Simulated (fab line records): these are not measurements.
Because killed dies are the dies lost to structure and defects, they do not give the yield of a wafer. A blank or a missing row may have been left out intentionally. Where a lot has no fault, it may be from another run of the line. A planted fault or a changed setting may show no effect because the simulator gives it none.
Matching of chambers ; flow n5 finfet ; rie diel-04 running N5_BEOL_M0_SAQP_ETCH_83: 4 sister chambers
The step etches SiARC in CF4, target depth 39 nm, time 65 s. 18 wafers are shown with their chamber, then 9 later ones without.

WAFERS PAIRED WITH THEIR CHAMBERS
wafer;chamber;showerhead plenum p Torr (Torr);throttle valve pct (%);etch rf on time s (s)
L079.2;1;2.21;15.82;65.7
L079.4;2;2.10;16.20;65.9
L079.5;1;2.21;15.81;65.4
L080.1;0;2.09;15.60;63.2
L080.3;2;2.10;16.19;64.7
L080.5;1;2.21;15.81;64.2
L081.2;2;2.10;16.20;65.1
L081.3;1;2.21;15.83;64.8
L081.6;2;2.09;16.20;65.6
L083.3;3;2.15;15.88;65.0
L083.5;3;2.15;15.89;64.3
L083.6;1;2.21;15.81;64.4
L086.1;3;2.15;15.88;64.8
L086.3;0;2.09;15.61;63.2
L086.5;3;2.15;15.88;65.6
L088.1;3;2.15;15.91;65.4
L088.2;2;2.09;15.63;63.3
L088.4;1;2.20;15.83;64.7

SIGNATURES (averages over the wafers above)
reading;chamber 0;chamber 1;chamber 2;chamber 3;scatter within a chamber
showerhead plenum p Torr;2.0900;2.2083;2.0960;2.1500;0.00381
throttle valve pct;15.6050;15.8183;16.0840;15.8880;0.136
etch rf on time s;63.200;64.867;64.920;65.020;0.699
Rule: a wafer's distance from a chamber is the root of the sum, over the readings, of the square of ((its reading less the chamber's mean) divided by the reading's scatter). If the next closest chamber is less than 2 further off than the closest, the wafer can't be placed; otherwise it belongs to the closest. How the scatter is found: for the shown wafers, subtract from each reading the mean of its chamber, square and add these, divide the total by (wafers less chambers), then take the root.

WAFERS WITH NO CHAMBER GIVEN
wafer;showerhead plenum p Torr (Torr);throttle valve pct (%);etch rf on time s (s)
L092.4;2.09;15.65;62.5
L092.5;2.09;15.64;62.3
L092.6;2.14;15.91;63.8
L094.1;2.09;15.66;62.8
L094.4;2.09;15.64;63.2
L094.5;2.14;15.91;65.3
L095.2;2.08;15.66;63.5
L095.4;2.08;15.64;63.8
L095.6;2.09;15.65;63.1

WHICH CHAMBER EACH ONE RAN IN
wafer;from the rows above;in truth
L092.4;0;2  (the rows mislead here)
L092.5;0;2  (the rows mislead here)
L092.6;3;3
L094.1;0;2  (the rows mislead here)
L094.4;0;0
L094.5;3;3
L095.2;0;0
L095.4;0;0
L095.6;0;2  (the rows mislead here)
5 of 9 placed correctly. Number that these rows cannot place: 0. 4 placed wrongly.
